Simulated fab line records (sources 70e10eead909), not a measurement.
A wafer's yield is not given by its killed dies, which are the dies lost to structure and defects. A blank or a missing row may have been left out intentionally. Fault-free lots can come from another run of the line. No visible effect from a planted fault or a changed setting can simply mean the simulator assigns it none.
Which tool was responsible? + flow nand harc + 11 lots with 33 wafers sampled at 4 steps, on a route of 1159 steps

WHAT THE GAUGES READ, wafer by wafer
NHARC_P_M0_CD_MEAS_09 targets a cd of 90 nm.
| lot  | measured     | on        | cd nm (nm)                    |
|------|--------------|-----------|-------------------------------|
| L679 | day 5 23:36  | cd sem-03 | 89.4 90.1 90.5                |
| L680 | day 6 10:15  | cd sem-03 | 90.7 88.6 90.1                |
| L682 | day 6 11:34  | cd sem-02 | 89.8 89.6 89.9                |
| L684 | day 6 22:44  | cd sem-03 | 89.3 90.4 89.3                |
| L683 | day 6 23:43  | cd sem-02 | 90.0 90.0 89.6                |
| L686 | day 7 06:37  | cd sem-01 | 90.8 91.2 90.4                |
| L693 | day 9 08:14  | cd sem-02 | 89.8 89.4 89.6                |
| L699 | day 10 11:49 | cd sem-03 | 85.7 84.6 85.4 85.4 84.4 85.5 |
| L700 | day 10 23:21 | cd sem-02 | 85.1 84.9 85.0 84.7 84.9 85.5 |
| L702 | day 11 08:05 | cd sem-03 | 89.8 90.5 89.8                |
| L701 | day 11 12:51 | cd sem-02 | 89.3 89.4 89.6                |

WHAT TOOL EACH LOT RAN ON (gives the tool, then ch and the chambers of the sampled wafers, and finally the start)
| lot  | NHARC_P_CONTACT_CMP_01        | NHARC_P_CONTACT_DESCUM_17          | NHARC_P_M0_PEB_07                 |
|------|-------------------------------|------------------------------------|-----------------------------------|
| L679 | cmp-03 ch 0,2, day 5 07:37    | rie diel-07 ch 0,1,3, day 5 08:38  | litho track-04 ch 0, day 5 23:31  |
| L680 | cmp-03 ch 2,3, day 5 16:44    | rie diel-06 ch 0,1,2, day 5 17:45  | litho track-04 ch 0, day 6 10:10  |
| L682 | cmp-03 ch 0,3, day 6 01:42    | rie diel-06 ch 1,3, day 6 02:43    | litho track-01 ch 0, day 6 11:29  |
| L684 | cmp-01 ch 1,2,3, day 6 14:07  | rie diel-06 ch 0,1, day 6 15:07    | litho track-01 ch 0, day 6 22:39  |
| L683 | cmp-03 ch 0,1,2, day 6 15:25  | rie diel-06 ch 0,3, day 6 16:25    | litho track-01 ch 0, day 6 23:38  |
| L686 | cmp-01 ch 0,1, day 7 01:32    | rie diel-07 ch 0,1,2, day 7 02:34  | litho track-01 ch 0, day 7 06:31  |
| L693 | cmp-01 ch 0,1, day 9 00:53    | rie diel-06 ch 1,2,3, day 9 01:55  | litho track-01 ch 0, day 9 08:10  |
| L699 | cmp-01 ch 0,1,3, day 10 06:46 | rie diel-07 ch 0,1,3, day 10 07:46 | litho track-01 ch 0, day 10 11:44 |
| L700 | cmp-01 ch 0,1,3, day 10 18:20 | rie diel-06 ch 0,2,3, day 10 19:21 | litho track-01 ch 0, day 10 23:16 |
| L702 | cmp-01 ch 0,2,3, day 11 03:10 | rie diel-07 ch 0,2,3, day 11 04:02 | litho track-06 ch 0, day 11 08:01 |
| L701 | cmp-02 ch 0,1,3, day 11 03:10 | rie diel-01 ch 1,3, day 11 04:11   | litho track-04 ch 0, day 11 12:46 |
- NHARC_P_CONTACT_CMP_01: polishes SiO2, target thk 200 nm.
- NHARC_P_CONTACT_DESCUM_17: chemistry O2, time 3 s.
- NHARC_P_M0_PEB_07: peb time 65 s.

THE ANSWER, worked out from the rows above alone
Rule: usual is defined by the lots themselves. The widest of any qualifying gaps counts: lots, ordered by their means at a reading, are off when they make up no more than a third of the lots, leave a main group of 4 or more, and stand apart from it by 3 or more times the standard deviation of that group's means. If all means in a main group match to the digits the tables above print for the reading, that group is not used. Also off: a lot with no number at a reading for which 4 or more lots have one. Any other lot the step has rows for is counted as sound.
Off at NHARC_P_M0_CD_MEAS_09 (cd nm): L699, L700. For the main group the mean is 89.9 nm and the standard deviation 0.37.
A tool fits if, at a process step before that reading, it ran every lot that is off, and no sound lot after the first of them. Those tools and the gauges at NHARC_P_M0_CD_MEAS_09 are tried in the same way. One fits: litho track-01 at NHARC_P_M0_PEB_07. A fault onset in the window from L693 (day 9 08:10, its last sound lot) to L699 (day 10 11:44, its first lot off) fits.

WHAT THE SIMULATOR HAD INSERTED
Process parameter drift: litho track-01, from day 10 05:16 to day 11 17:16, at NHARC_P_M0_PEB_07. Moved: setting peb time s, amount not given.
Lots struck among those shown: L699, L700. The rule above found the same.
